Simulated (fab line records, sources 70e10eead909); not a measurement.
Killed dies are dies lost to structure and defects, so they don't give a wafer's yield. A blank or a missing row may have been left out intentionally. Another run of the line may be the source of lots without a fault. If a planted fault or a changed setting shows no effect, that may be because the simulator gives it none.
Code-filled problem report in 8D (eight disciplines) form    flow nand harc    the parts of the form that need people (team, actions taken, sign-off) are left out

## 1. WHAT IS WRONG
thk nm at NHARC_A_ONON_D1_THK_MEAS_14 reads a mean of 731 nm on 2 wafers of 2 lots; wafers without a fault read 1001 nm with a standard deviation of 9.6. Relative to the usual mean, that is a shift of -28 standard deviations.
The step: measures by ellipsometry.
Earliest sighting: wafer L656.2 on film metro-02 at day 12 13:46. At this step, 42 wafers from 14 lots have a number in the record. Rule for "out" (also "out of limits"): further than 4 standard deviations from the usual mean. The other wafers with a number count as sound.

## 2. WHAT IT IS, WHAT IT ISN'T
question                     is                            is not
which readings at this step  thk nm                        -
which lots                   L656, L657                    L646, L647, L649, L650, L651, L652, L653, L662, L663, L664, L667, L668
which wafers of those lots   L656.2, L657.2                L656.1, L656.6, L657.3, L657.5
read on which gauges         film metro-01, film metro-02  -
when                         from day 12 13:46             up to then (23 sound wafers); but 17 sound wafers of L657, L662, L663, L664, L667, L668 came after

## 3. SUSPECTS, AND WHAT RULES EACH OUT
Counting: if a tool at a process step up to the reading ran every lot that is out, it stays a suspect. Sound lots after the first of them don't rule it out here, since some wafers of a struck lot are sound.
- ruled out: the gauge at NHARC_A_ONON_D1_THK_MEAS_14. 2 gauges (film metro-01, film metro-02) read the wafers that are out.
- pecvd onon-02 at NHARC_A_ONON_D1_DEP_12 (target thk 1000 nm): kept. It processed each lot that is out (first: L656, day 12 13:15); up to then, its last sound lot is L651 (day 10 12:51).
Remaining after the count: pecvd onon-02 at NHARC_A_ONON_D1_DEP_12.

## 4. THE CAUSE (what the simulator had put in)
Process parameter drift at NHARC_A_ONON_D1_DEP_12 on pecvd onon-02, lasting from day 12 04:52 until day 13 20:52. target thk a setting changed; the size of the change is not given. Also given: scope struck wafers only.
After counting, this tool was the only one left.

## 5. THE EFFECT CHAIN, in route order
Each row: a reading where the mean over the struck wafers with a number is more than 3 standard deviations away from the usual. Only readings whose record carries a usual standard deviation are examined. hours: median over the lots of the time between each lot's start at the first step of this table that gives one and its start at this step. sigmas: the change, counted in usual standard deviations.
hours  step                         reading  usual    on struck wafers  change  sigmas
0      NHARC_A_ONON_D1_THK_MEAS_14  thk nm   1001 nm  731               -270    -28

## 6. WHAT WOULD HAVE CAUGHT IT SOONER
In this record the first reading out of limits at a measuring or inspecting step was taken at day 12 13:46, 9 hours after the fault began at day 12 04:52.
Among the 2 lots that are out, L657 began NHARC_A_ONON_D1_DEP_12 on pecvd onon-02 after day 12 13:46. Putting the tool on hold at that point would have spared it.
